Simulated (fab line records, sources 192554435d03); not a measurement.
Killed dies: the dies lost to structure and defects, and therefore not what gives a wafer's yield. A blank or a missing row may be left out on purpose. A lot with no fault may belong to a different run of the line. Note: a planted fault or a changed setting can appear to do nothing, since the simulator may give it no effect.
Matching of chambers | flow n5Finfet | 3 sister chambers for N5_BEOL_M2_DEP_57 on pecvd-04
The step deposits SiCN from 3MS/NH3, target thk 8 nm, time 14 s. 6 wafers are shown with their chamber, then 9 later ones without.

== WAFERS WITH THEIR CHAMBER ==
wafer  | chamber | throttleValvePct (%) | showerheadPlenumPTorr (Torr)
L080.3 | 1       | 9.4                  | 3.678
L081.1 | 0       | 8.7                  | 3.680
L081.6 | 2       | 8.5                  | 3.662
L086.1 | 0       | 8.5                  | 3.690
L086.2 | 1       | 8.9                  | 3.665
L086.3 | 2       | 8.1                  | 3.681

== WAFERS WITH NO CHAMBER GIVEN ==
wafer  | throttleValvePct (%) | showerheadPlenumPTorr (Torr)
L088.1 | 9.2                  | 3.666
L088.3 | 8.6                  | 3.685
L088.6 | 8.6                  | 3.682
L089.3 | 9.2                  | 3.680
L089.4 | 8.6                  | 3.687
L089.6 | 9.3                  | 3.679
L097.2 | 9.0                  | 3.679
L097.3 | 8.4                  | 3.690
L097.5 | 9.3                  | 3.686

== WHICH CHAMBER EACH ONE RAN IN ==
wafer  | from the rows above          | in truth
L088.1 | 1                            | 1
L088.3 | can't be placed: 0 or 2      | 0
L088.6 | can't be placed: 0 or 2 or 1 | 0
L089.3 | can't be placed: 1 or 0      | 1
L089.4 | can't be placed: 0 or 2      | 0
L089.6 | can't be placed: 1 or 0      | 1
L097.2 | can't be placed: 1 or 0 or 2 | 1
L097.3 | can't be placed: 0 or 2      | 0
L097.5 | can't be placed: 1 or 0      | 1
Placed correctly: 1 of 9. From these rows, 8 cannot be placed; in 8 the true chamber is one of the candidates. Wrongly placed: 0.
How it was worked out, from the rows above alone: a wafer's distance from a chamber is the root of the sum, over the readings, of the square of ((its reading less the chamber's mean) divided by the reading's scatter). If the next closest chamber is less than 2 further off than the closest, the wafer can't be placed; otherwise it belongs to the closest. The mean given for a chamber averages the wafers shown for that chamber. The scatter is the square root of a quotient: the sum, over the shown wafers, of each reading's squared deviation from its chamber's mean, divided by wafers minus chambers.
